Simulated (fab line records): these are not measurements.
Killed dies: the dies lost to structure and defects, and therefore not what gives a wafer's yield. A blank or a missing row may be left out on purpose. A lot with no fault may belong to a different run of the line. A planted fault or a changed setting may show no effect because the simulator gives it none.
Which tool is to blame? ; flow nand_harc ; 69 wafers from 23 lots sampled at 6 of the route's 1302 steps

== WHAT THE GAUGES READ, wafer by wafer ==
No reading from a measuring or inspecting step in the record can be judged against a usual standard deviation.

== WHICH TOOL RAN EACH LOT (tool, then ch and the chambers of the sampled wafers, then the start) ==
lot;NHARC_A_STAIRCASE_ETCH_170;NHARC_A_STAIRCASE_ETCH_15;NHARC_A_STAIRCASE_TRIM_24;NHARC_A_STAIRCASE_ETCH_188;NHARC_A_STAIRCASE_ETCH_194;NHARC_A_STAIRCASE_TRIM_229
L074;rie_diel-05 ch 1,2, day 15 14:58 or earlier;rie_diel-05 ch 0,1,3, day 15 14:58 or earlier;rie_diel-05 ch 0,1,2, day 15 14:58 or earlier;rie_diel-09 ch 0,3, day 15 14:58 or earlier;rie_diel-09 ch 0,1,2, day 15 14:58 or earlier;rie_diel-05 ch 0,1, day 15 14:58
L075;rie_diel-05 ch 1,2,3, day 16 08:25 or earlier;rie_diel-09 ch 0,3, day 16 08:25 or earlier;rie_diel-05 ch 0,2,3, day 16 08:25 or earlier;rie_diel-05 ch 0,2,3, day 16 08:25 or earlier;rie_diel-05 ch 1,2,3, day 16 08:25 or earlier;rie_diel-09 ch 0,3, day 16 08:25
L076;rie_diel-09 ch 0,1, day 17 06:59 or earlier;rie_diel-09 ch 0,2,3, day 17 06:59 or earlier;rie_diel-05 ch 0,1,2, day 17 06:59 or earlier;rie_diel-08 ch 1,2,3, day 17 06:59 or earlier;rie_diel-08 ch 0,1,2, day 17 06:59 or earlier;rie_diel-05 ch 1,2, day 17 06:59
L077;rie_diel-09 ch 1,2,3, day 17 12:52 or earlier;rie_diel-08 ch 0,3, day 17 12:52 or earlier;rie_diel-08 ch 0,1, day 17 12:52 or earlier;rie_diel-05 ch 0,1,3, day 17 12:52 or earlier;rie_diel-05 ch 0,3, day 17 12:52 or earlier;rie_diel-05 ch 0,1,3, day 17 12:52
L078;rie_diel-05 ch 0,2,3, day 17 13:28 or earlier;rie_diel-09 ch 0,1,2, day 17 13:28 or earlier;rie_diel-09 ch 0,1,3, day 17 13:28 or earlier;rie_diel-05 ch 0,1,3, day 17 13:28 or earlier;rie_diel-05 ch 0,1,3, day 17 13:28 or earlier;rie_diel-09 ch 0,2,3, day 17 13:28
L079;rie_diel-09 ch 0,2,3, day 18 06:39 or earlier;rie_diel-09 ch 0,1,2, day 18 06:39 or earlier;rie_diel-09 ch 0,2,3, day 18 06:39 or earlier;rie_diel-09 ch 0,2,3, day 18 06:39 or earlier;rie_diel-09 ch 0,1,2, day 18 06:39 or earlier;rie_diel-08 ch 1,2, day 18 06:39
L080;rie_diel-08 ch 0,1, day 18 16:11 or earlier;rie_diel-08 ch 0,1,2, day 18 16:11 or earlier;rie_diel-09 ch 0,1,2, day 18 16:11 or earlier;rie_diel-05 ch 0,2,3, day 18 16:11 or earlier;rie_diel-05 ch 1,2,3, day 18 16:11 or earlier;rie_diel-09 ch 0,2,3, day 18 16:11
L081;rie_diel-09 ch 0,1,2, day 18 21:25 or earlier;rie_diel-09 ch 0,2,3, day 18 21:25 or earlier;rie_diel-05 ch 0,1,2, day 18 21:25 or earlier;rie_diel-09 ch 0,1,2, day 18 21:25 or earlier;rie_diel-09 ch 2,3, day 18 21:25 or earlier;rie_diel-09 ch 1,2,3, day 18 21:25
L082;rie_diel-09 ch 0,1,2, day 19 16:39 or earlier;rie_diel-08 ch 1,2,3, day 19 16:39 or earlier;rie_diel-09 ch 0,1,2, day 19 16:39 or earlier;rie_diel-09 ch 0,1,2, day 19 16:39 or earlier;rie_diel-09 ch 1,2,3, day 19 16:39 or earlier;rie_diel-05 ch 0,1,3, day 19 16:39
L083;rie_diel-08 ch 1,3, day 20 00:19 or earlier;rie_diel-05 ch 0,2, day 20 00:19 or earlier;rie_diel-09 ch 1,2,3, day 20 00:19 or earlier;rie_diel-08 ch 0,1,2, day 20 00:19 or earlier;rie_diel-08 ch 0,1, day 20 00:19 or earlier;rie_diel-05 ch 2,3, day 20 00:19
L085;rie_diel-09 ch 1,3, day 20 15:18 or earlier;rie_diel-05 ch 1,2,3, day 20 15:18 or earlier;rie_diel-09 ch 0,3, day 20 15:18 or earlier;rie_diel-09 ch 1,3, day 20 15:18 or earlier;rie_diel-09 ch 1,2, day 20 15:18 or earlier;rie_diel-09 ch 0,2,3, day 20 15:18
L084;rie_diel-05 ch 1,2,3, day 20 16:48 or earlier;rie_diel-09 ch 1,3, day 20 16:48 or earlier;rie_diel-05 ch 1,3, day 20 16:48 or earlier;rie_diel-09 ch 0,1,3, day 20 16:48 or earlier;rie_diel-09 ch 0,2, day 20 16:48 or earlier;rie_diel-08 ch 0,1, day 20 16:48
L086;rie_diel-08 ch 0,1, day 20 20:37 or earlier;rie_diel-05 ch 1,3, day 20 20:37 or earlier;rie_diel-05 ch 1,2,3, day 20 20:37 or earlier;rie_diel-09 ch 0,1,2, day 20 20:37 or earlier;rie_diel-09 ch 0,1, day 20 20:37 or earlier;rie_diel-08 ch 1,2,3, day 20 20:37
L087;rie_diel-05 ch 0,2,3, day 21 23:26 or earlier;rie_diel-08 ch 0,3, day 21 23:26 or earlier;rie_diel-05 ch 0,1,2, day 21 23:26 or earlier;rie_diel-05 ch 0,2,3, day 21 23:26 or earlier;rie_diel-05 ch 0,1,2, day 21 23:26 or earlier;rie_diel-05 ch 1,2,3, day 21 23:26
L090;rie_diel-05 ch 1,2, day 22 12:37 or earlier;rie_diel-08 ch 1,2,3, day 22 12:37 or earlier;rie_diel-05 ch 0,1,3, day 22 12:37 or earlier;rie_diel-09 ch 1,2,3, day 22 12:37 or earlier;rie_diel-09 ch 1,2,3, day 22 12:37 or earlier;rie_diel-05 ch 0,1,3, day 22 12:37
L089;rie_diel-05 ch 0,2,3, day 22 10:02 or earlier;rie_diel-08 ch 0,1, day 22 10:02 or earlier;rie_diel-08 ch 2,3, day 22 10:02 or earlier;rie_diel-08 ch 1,2, day 22 10:02 or earlier;rie_diel-08 ch 0,1, day 22 10:02 or earlier;rie_diel-08 ch 1,2, day 22 10:02
L092;rie_diel-09 ch 1,2,3, day 23 06:02 or earlier;rie_diel-05 ch 0,1, day 23 06:02 or earlier;rie_diel-09 ch 0,1,3, day 23 06:02 or earlier;rie_diel-05 ch 0,1,3, day 23 06:02 or earlier;rie_diel-05 ch 0,3, day 23 06:02 or earlier;rie_diel-08 ch 0,1, day 23 06:02
L091;rie_diel-05 ch 1,2,3, day 23 06:45 or earlier;rie_diel-05 ch 2,3, day 23 06:45 or earlier;rie_diel-08 ch 0,1,2, day 23 06:45 or earlier;rie_diel-09 ch 0,2, day 23 06:45 or earlier;rie_diel-09 ch 2,3, day 23 06:45 or earlier;rie_diel-05 ch 0,3, day 23 06:45
L093;rie_diel-09 ch 0,3, day 24 00:40 or earlier;rie_diel-05 ch 0,1,2, day 24 00:40 or earlier;rie_diel-09 ch 0,1, day 24 00:40 or earlier;rie_diel-05 ch 0,1,3, day 24 00:40 or earlier;rie_diel-05 ch 2,3, day 24 00:40 or earlier;rie_diel-05 ch 0,2,3, day 24 00:40
L094;rie_diel-08 ch 0,2, day 24 16:50 or earlier;rie_diel-08 ch 0,1,2, day 24 16:50 or earlier;rie_diel-08 ch 0,1,2, day 24 16:50 or earlier;rie_diel-08 ch 0,3, day 24 16:50 or earlier;rie_diel-08 ch 0,2, day 24 16:50 or earlier;rie_diel-09 ch 0,2, day 24 16:50
L095;rie_diel-09 ch 0,2, day 25 01:23 or earlier;rie_diel-08 ch 0,1,2, day 25 01:23 or earlier;rie_diel-05 ch 0,3, day 25 01:23 or earlier;rie_diel-08 ch 0,2, day 25 01:23 or earlier;rie_diel-08 ch 0,1,3, day 25 01:23 or earlier;rie_diel-05 ch 0,2,3, day 25 01:23
L096;rie_diel-08 ch 1,3, day 25 09:34 or earlier;rie_diel-08 ch 0,2,3, day 25 09:34 or earlier;rie_diel-05 ch 2,3, day 25 09:34 or earlier;rie_diel-08 ch 1,2, day 25 09:34 or earlier;rie_diel-08 ch 0,2,3, day 25 09:34 or earlier;rie_diel-08 ch 1,2,3, day 25 09:34
L097;rie_diel-05 ch 0,1, day 26 13:10 or earlier;rie_diel-05 ch 1,2,3, day 26 13:10 or earlier;rie_diel-09 ch 1,2, day 26 13:10 or earlier;rie_diel-05 ch 1,3, day 26 13:10 or earlier;rie_diel-05 ch 2,3, day 26 13:10 or earlier;rie_diel-08 ch 0,1,2, day 26 13:10
- NHARC_A_STAIRCASE_ETCH_170: etches the open film in C4F6/O2, target depth 200 nm, time 66.667 s.
- NHARC_A_STAIRCASE_ETCH_15: etches the open film in C4F8/O2, target depth 100 nm, time 40.5 s.
- NHARC_A_STAIRCASE_TRIM_24: chemistry O2, time 211.2 s.
- NHARC_A_STAIRCASE_ETCH_188: etches the open film in C4F8/O2, target depth 100 nm, time 40.5 s.
- NHARC_A_STAIRCASE_ETCH_194: etches the open film in C4F8/O2, target depth 100 nm, time 40.5 s.
- NHARC_A_STAIRCASE_TRIM_229: chemistry O2, time 211.2 s.

== WHAT THE TOOLS THEMSELVES READ (means of the sampled wafers that have a number; where no wafer has one, the mark that the record gives instead) ==
NHARC_A_STAIRCASE_ETCH_170. Usual: drypump_motor_current_A 6.14 A, standard deviation 0.27; mfc_ar_sccm 500.1 sccm, standard deviation 1.5; oes_product_au 0.974 a.u., standard deviation 0.013; rf_vpp_V 547 V, standard deviation 4; showerhead_plenum_p_Torr 3.93 Torr, standard deviation 0.19; throttle_valve_pct 26.904 %, standard deviation 0.0088.
lot;tool;drypump_motor_current_A (A);mfc_ar_sccm (sccm);oes_product_au (a.u.);rf_vpp_V (V);showerhead_plenum_p_Torr (Torr);throttle_valve_pct (%);flag
L074;rie_diel-05;6.10;498.8;0.974;544;3.82;26.898;
L075;rie_diel-05;6.21;500.3;0.981;544;3.76;26.898;
L076;rie_diel-09;6.11;499.9;0.964;546;3.87;26.896;
L077;rie_diel-09;5.95;500.4;0.974;547;3.99;26.904;
L078;rie_diel-05;6.13;501.6;0.957;543;3.76;26.910;
L079;rie_diel-09;6.25;500.1;0.958;545;3.85;26.907;
L080;rie_diel-08;6.10;500.9;0.989;551;4.10;26.895;
L081;rie_diel-09;6.08;501.0;0.968;545;3.87;26.902;
L082;rie_diel-09;6.09;499.8;0.982;545;3.86;26.910;
L083;rie_diel-08;6.18;500.0;0.970;546;3.91;26.899;
L085;rie_diel-09;5.85;501.1;0.981;550;4.08;26.903;
L084;rie_diel-05;6.21;501.6;0.969;547;3.93;26.903;
L086;rie_diel-08;6.09;500.0;0.989;551;4.09;26.897;
L087;rie_diel-05;6.13;501.1;0.971;548;3.94;26.901;
L090;rie_diel-05;6.09;499.5;0.966;544;3.79;26.899;
L089;rie_diel-05;6.14;499.5;0.973;547;3.94;26.906;
L092;rie_diel-09;5.95;500.1;0.966;547;3.96;26.906;
L091;rie_diel-05;6.20;499.7;0.981;547;3.91;26.899;
L093;rie_diel-09;6.14;498.9;0.990;547;3.93;26.904;
L094;rie_diel-08;6.38;500.3;0.982;550;4.10;26.913;
L095;rie_diel-09;6.40;501.3;0.982;542;3.71;26.907;
L096;rie_diel-08;6.07;500.7;0.984;549;4.02;26.902;
L097;rie_diel-05;5.93;500.7;0.970;545;3.82;26.898;

NHARC_A_STAIRCASE_ETCH_15. Usual: oes_product_au 0.941 a.u., standard deviation 0.011; rf_vpp_V 897 V, standard deviation 6.3.
lot;tool;oes_product_au (a.u.);rf_vpp_V (V);flag
L074;rie_diel-05;0.935;891;
L075;rie_diel-09;0.954;893;
L076;rie_diel-09;0.947;893;
L077;rie_diel-08;0.938;896;
L078;rie_diel-09;0.949;893;
L079;rie_diel-09;0.958;895;
L080;rie_diel-08;0.937;902;
L081;rie_diel-09;0.949;892;
L082;rie_diel-08;0.953;900;
L083;rie_diel-05;0.939;892;
L085;rie_diel-05;0.932;896;
L084;rie_diel-09;0.945;902;
L086;rie_diel-05;0.931;897;
L087;rie_diel-08;0.935;895;
L090;rie_diel-08;0.931;900;
L089;rie_diel-08;0.938;899;
L092;rie_diel-05;0.944;893;
L091;rie_diel-05;0.937;894;
L093;rie_diel-05;0.940;892;
L094;rie_diel-08;0.952;902;
L095;rie_diel-08;0.949;902;
L096;rie_diel-08;0.938;896;
L097;rie_diel-05;0.930;895;

NHARC_A_STAIRCASE_TRIM_24. Usual: drypump_motor_current_A 6.14 A, standard deviation 0.26; mfc_ar_sccm 0.007 sccm, standard deviation 0.0076; oes_product_au 1.000 a.u., standard deviation 0.0085; rf_vpp_V 57.7 V, standard deviation 0.96; showerhead_plenum_p_Torr 3.52 Torr, standard deviation 0.17; throttle_valve_pct 17.035 %, standard deviation 0.0095.
lot;tool;drypump_motor_current_A (A);mfc_ar_sccm (sccm);oes_product_au (a.u.);rf_vpp_V (V);showerhead_plenum_p_Torr (Torr);throttle_valve_pct (%);flag
L074;rie_diel-05;6.03;0.005;1.004;57.3;3.44;17.037;
L075;rie_diel-05;6.13;0.010;1.009;56.8;3.38;17.026;
L076;rie_diel-05;6.00;0.005;1.001;58.4;3.43;17.041;
L077;rie_diel-08;6.09;0.004;1.011;57.7;3.70;17.032;
L078;rie_diel-09;5.99;0.004;1.004;58.8;3.58;17.039;
L079;rie_diel-09;6.25;0.010;1.001;57.3;3.46;17.041;
L080;rie_diel-09;6.10;0.007;0.996;56.9;3.48;17.037;
L081;rie_diel-05;6.01;0.005;1.004;57.7;3.43;17.037;
L082;rie_diel-09;6.09;0.007;0.999;57.3;3.48;17.028;
L083;rie_diel-09;5.95;0.010;1.003;56.9;3.58;17.039;
L085;rie_diel-09;6.14;0.007;0.998;58.1;3.55;17.033;
L084;rie_diel-05;6.18;0.005;0.991;58.4;3.55;17.038;
L086;rie_diel-05;6.20;0.010;0.995;58.0;3.53;17.036;
L087;rie_diel-05;6.03;0.005;0.989;57.4;3.42;17.031;
L090;rie_diel-05;6.12;0.005;1.006;57.7;3.56;17.035;
L089;rie_diel-08;6.30;0.000;0.988;57.7;3.65;17.034;
L092;rie_diel-09;6.00;0.004;0.997;58.1;3.56;17.035;
L091;rie_diel-08;6.22;0.004;0.996;58.4;3.68;17.041;
L093;rie_diel-09;6.12;0.000;1.000;57.5;3.45;17.040;
L094;rie_diel-08;6.22;0.004;1.009;58.0;3.68;17.037;
L095;rie_diel-05;6.04;0.005;1.001;58.3;3.55;17.032;
L096;rie_diel-05;6.32;0.016;1.001;57.8;3.63;17.037;
L097;rie_diel-09;6.04;0.013;0.997;57.3;3.46;17.032;

NHARC_A_STAIRCASE_ETCH_188. Usual: oes_product_au 0.945 a.u., standard deviation 0.012; rf_vpp_V 896 V, standard deviation 6.3.
lot;tool;oes_product_au (a.u.);rf_vpp_V (V);flag
L074;rie_diel-09;0.959;894;
L075;rie_diel-05;0.954;891;
L076;rie_diel-08;0.957;902;
L077;rie_diel-05;0.948;891;
L078;rie_diel-05;0.938;891;
L079;rie_diel-09;0.949;893;
L080;rie_diel-05;0.954;897;
L081;rie_diel-09;0.955;893;
L082;rie_diel-09;0.941;894;
L083;rie_diel-08;0.951;902;
L085;rie_diel-09;0.946;901;
L084;rie_diel-09;0.929;897;
L086;rie_diel-09;0.934;893;
L087;rie_diel-05;0.942;896;
L090;rie_diel-09;0.947;897;
L089;rie_diel-08;0.948;905;
L092;rie_diel-05;0.947;897;
L091;rie_diel-09;0.939;889;
L093;rie_diel-05;0.956;897;
L094;rie_diel-08;0.957;894;
L095;rie_diel-08;0.938;899;
L096;rie_diel-08;0.942;904;
L097;rie_diel-05;0.945;900;

NHARC_A_STAIRCASE_ETCH_194. Usual: oes_product_au 0.943 a.u., standard deviation 0.012; rf_vpp_V 896 V, standard deviation 6.2.
lot;tool;oes_product_au (a.u.);rf_vpp_V (V);flag
L074;rie_diel-09;0.922;895;
L075;rie_diel-05;0.933;890;
L076;rie_diel-08;0.958;903;
L077;rie_diel-05;0.936;889;
L078;rie_diel-05;0.945;891;
L079;rie_diel-09;0.939;894;
L080;rie_diel-05;0.948;897;
L081;rie_diel-09;0.936;894;
L082;rie_diel-09;0.947;898;
L083;rie_diel-08;0.946;902;
L085;rie_diel-09;0.942;894;
L084;rie_diel-09;0.937;889;
L086;rie_diel-09;0.941;899;
L087;rie_diel-05;0.936;892;
L090;rie_diel-09;0.946;898;
L089;rie_diel-08;0.955;901;
L092;rie_diel-05;0.958;897;
L091;rie_diel-09;0.938;896;
L093;rie_diel-05;0.935;900;
L094;rie_diel-08;0.947;903;
L095;rie_diel-08;0.947;897;
L096;rie_diel-08;0.951;897;
L097;rie_diel-05;0.939;895;

NHARC_A_STAIRCASE_TRIM_229. Usual: drypump_motor_current_A 6.14 A, standard deviation 0.25; mfc_ar_sccm 0.007 sccm, standard deviation 0.0076; oes_product_au 1.001 a.u., standard deviation 0.0083; rf_vpp_V 57.8 V, standard deviation 0.85; showerhead_plenum_p_Torr 3.54 Torr, standard deviation 0.17; throttle_valve_pct 17.036 %, standard deviation 0.0093.
lot;tool;drypump_motor_current_A (A);mfc_ar_sccm (sccm);oes_product_au (a.u.);rf_vpp_V (V);showerhead_plenum_p_Torr (Torr);throttle_valve_pct (%);flag
L074;rie_diel-05;5.93;0.000;1.010;57.5;3.47;17.033;
L075;rie_diel-09;6.12;0.007;1.009;58.3;3.57;17.044;
L076;rie_diel-05;6.09;0.005;1.003;58.1;3.42;17.037;
L077;rie_diel-05;6.11;0.005;1.013;58.0;3.40;17.039;
L078;rie_diel-09;6.25;0.010;1.003;58.0;3.46;17.035;
L079;rie_diel-08;6.21;0.000;1.004;58.9;3.79;17.035;
L080;rie_diel-09;6.22;0.010;1.004;57.4;3.46;17.049;
L081;rie_diel-09;5.94;0.010;1.003;58.3;3.58;17.043;
L082;rie_diel-05;6.12;0.005;1.002;57.4;3.56;17.041;
L083;rie_diel-05;6.32;0.016;0.994;57.6;3.66;17.033;
L085;rie_diel-09;6.25;0.010;0.997;57.9;3.45;17.022;
L084;rie_diel-08;6.10;0.004;1.007;57.8;3.68;17.042;
L086;rie_diel-08;6.21;0.000;1.000;58.4;3.64;17.042;
L087;rie_diel-05;6.19;0.010;0.992;57.3;3.53;17.034;
L090;rie_diel-05;6.11;0.005;0.997;58.0;3.55;17.037;
L089;rie_diel-08;6.07;0.000;1.008;58.1;3.76;17.033;
L092;rie_diel-08;6.25;0.009;1.000;57.1;3.60;17.047;
L091;rie_diel-05;6.04;0.005;0.999;57.5;3.56;17.043;
L093;rie_diel-05;6.14;0.010;0.991;58.5;3.53;17.037;
L094;rie_diel-09;6.35;0.013;1.003;57.2;3.33;17.045;
L095;rie_diel-05;6.13;0.010;1.004;57.5;3.52;17.038;
L096;rie_diel-08;6.19;0.000;1.006;58.3;3.63;17.030;
L097;rie_diel-08;6.21;0.004;1.004;58.3;3.67;17.038;

== THE ANSWER, worked out from the rows above alone ==
Rule: a lot counts as off when the mean over its wafers that have a number is more than 3 standard deviations away from the usual mean. A lot without any number at a reading at which 4 lots or more have one is off too. The other lots that the step has rows for count as sound. First the gauges in route order, then the tools' own readings, where a lot's mean is used as printed above. At the first step where some lot is off, the reading lying furthest off is the one used; lots without a number count as furthest.
None of the lots is off at any reading shown; this tells nothing.

== WHAT THE SIMULATOR HAD INSERTED ==
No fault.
